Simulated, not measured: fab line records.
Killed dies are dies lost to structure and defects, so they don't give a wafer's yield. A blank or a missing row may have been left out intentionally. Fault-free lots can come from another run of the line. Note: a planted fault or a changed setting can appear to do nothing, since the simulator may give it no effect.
Chamber matching / flow n5-finfet / rie-diel-05 running N5_MOL_CONTACT_COAG_VIA_ETCH_46: 4 sister chambers
The step etches SiO2 in C4F6/O2, target depth 46 nm, overetch 9.2 nm, time 40 s. 20 wafers are shown with their chamber, then 10 later ones without.

WAFERS, EACH WITH ITS CHAMBER
wafer=L075.2; chamber=3; rf-vpp-V (V)=1527; throttle-valve-pct (%)=41.1; drypump-motor-current-A (A)=4.9
wafer=L075.4; chamber=0; rf-vpp-V (V)=1606; throttle-valve-pct (%)=40.1; drypump-motor-current-A (A)=5.9
wafer=L075.6; chamber=1; rf-vpp-V (V)=1603; throttle-valve-pct (%)=41.6; drypump-motor-current-A (A)=6.4
wafer=L076.2; chamber=0; rf-vpp-V (V)=1606; throttle-valve-pct (%)=40.1; drypump-motor-current-A (A)=6.0
wafer=L076.5; chamber=2; rf-vpp-V (V)=1599; throttle-valve-pct (%)=40.5; drypump-motor-current-A (A)=5.2
wafer=L076.6; chamber=1; rf-vpp-V (V)=1602; throttle-valve-pct (%)=41.6; drypump-motor-current-A (A)=6.4
wafer=L079.1; chamber=1; rf-vpp-V (V)=1602; throttle-valve-pct (%)=41.6; drypump-motor-current-A (A)=6.4
wafer=L079.4; chamber=2; rf-vpp-V (V)=1597; throttle-valve-pct (%)=40.5; drypump-motor-current-A (A)=5.2
wafer=L079.5; chamber=1; rf-vpp-V (V)=1601; throttle-valve-pct (%)=41.7; drypump-motor-current-A (A)=6.4
wafer=L081.2; chamber=1; rf-vpp-V (V)=1602; throttle-valve-pct (%)=41.6; drypump-motor-current-A (A)=6.4
wafer=L081.4; chamber=0; rf-vpp-V (V)=1605; throttle-valve-pct (%)=40.0; drypump-motor-current-A (A)=5.8
wafer=L081.6; chamber=2; rf-vpp-V (V)=1597; throttle-valve-pct (%)=40.5; drypump-motor-current-A (A)=5.2
wafer=L083.3; chamber=0; rf-vpp-V (V)=1606; throttle-valve-pct (%)=40.1; drypump-motor-current-A (A)=5.9
wafer=L083.5; chamber=2; rf-vpp-V (V)=1598; throttle-valve-pct (%)=40.5; drypump-motor-current-A (A)=5.2
wafer=L083.6; chamber=3; rf-vpp-V (V)=1523; throttle-valve-pct (%)=41.1; drypump-motor-current-A (A)=4.9
wafer=L085.1; chamber=1; rf-vpp-V (V)=1601; throttle-valve-pct (%)=41.6; drypump-motor-current-A (A)=6.4
wafer=L085.3; chamber=3; rf-vpp-V (V)=1526; throttle-valve-pct (%)=41.1; drypump-motor-current-A (A)=4.8
wafer=L085.6; chamber=0; rf-vpp-V (V)=1606; throttle-valve-pct (%)=40.1; drypump-motor-current-A (A)=5.9
wafer=L088.1; chamber=2; rf-vpp-V (V)=1597; throttle-valve-pct (%)=40.5; drypump-motor-current-A (A)=5.2
wafer=L088.3; chamber=0; rf-vpp-V (V)=1605; throttle-valve-pct (%)=40.1; drypump-motor-current-A (A)=6.0

SIGNATURES (averages over the wafers above)
reading=rf-vpp-V; chamber 0=1605.67; chamber 1=1601.83; chamber 2=1597.60; chamber 3=1525.33; scatter within a chamber=1
reading=throttle-valve-pct; chamber 0=40.083; chamber 1=41.617; chamber 2=40.500; chamber 3=41.100; scatter within a chamber=0.0323
reading=drypump-motor-current-A; chamber 0=5.917; chamber 1=6.400; chamber 2=5.200; chamber 3=4.867; scatter within a chamber=0.0468
Rule: distance of a wafer from a chamber = root of the sum over the readings of ((wafer's reading minus chamber's mean) / reading's scatter) squared. The wafer belongs to the nearest chamber; if the next one is less than 2 further off, it can't be placed. The scatter: take each reading less its chamber's mean, square it, sum over the shown wafers, divide by the number of wafers less the number of chambers, and take the root.

WAFERS WITH NO CHAMBER GIVEN
wafer=L088.6; rf-vpp-V (V)=1598; throttle-valve-pct (%)=40.5; drypump-motor-current-A (A)=5.2
wafer=L089.2; rf-vpp-V (V)=1524; throttle-valve-pct (%)=41.1; drypump-motor-current-A (A)=4.9
wafer=L089.5; rf-vpp-V (V)=1603; throttle-valve-pct (%)=40.1; drypump-motor-current-A (A)=5.9
wafer=L089.6; rf-vpp-V (V)=1601; throttle-valve-pct (%)=41.6; drypump-motor-current-A (A)=6.5
wafer=L092.2; rf-vpp-V (V)=1601; throttle-valve-pct (%)=41.6; drypump-motor-current-A (A)=6.4
wafer=L092.3; rf-vpp-V (V)=1598; throttle-valve-pct (%)=40.5; drypump-motor-current-A (A)=5.2
wafer=L092.5; rf-vpp-V (V)=1524; throttle-valve-pct (%)=41.1; drypump-motor-current-A (A)=4.8
wafer=L097.1; rf-vpp-V (V)=1597; throttle-valve-pct (%)=40.6; drypump-motor-current-A (A)=5.2
wafer=L097.2; rf-vpp-V (V)=1526; throttle-valve-pct (%)=41.1; drypump-motor-current-A (A)=4.9
wafer=L097.6; rf-vpp-V (V)=1524; throttle-valve-pct (%)=41.1; drypump-motor-current-A (A)=4.9

CHAMBER TAKEN BY EACH
wafer=L088.6; from the rows above=2; in truth=2
wafer=L089.2; from the rows above=3; in truth=3
wafer=L089.5; from the rows above=0; in truth=0
wafer=L089.6; from the rows above=1; in truth=1
wafer=L092.2; from the rows above=1; in truth=1
wafer=L092.3; from the rows above=2; in truth=2
wafer=L092.5; from the rows above=3; in truth=3
wafer=L097.1; from the rows above=2; in truth=2
wafer=L097.2; from the rows above=3; in truth=3
wafer=L097.6; from the rows above=3; in truth=3
Correctly placed: 10 of 10. From these rows, 0 cannot be placed. Wrongly placed: 0.
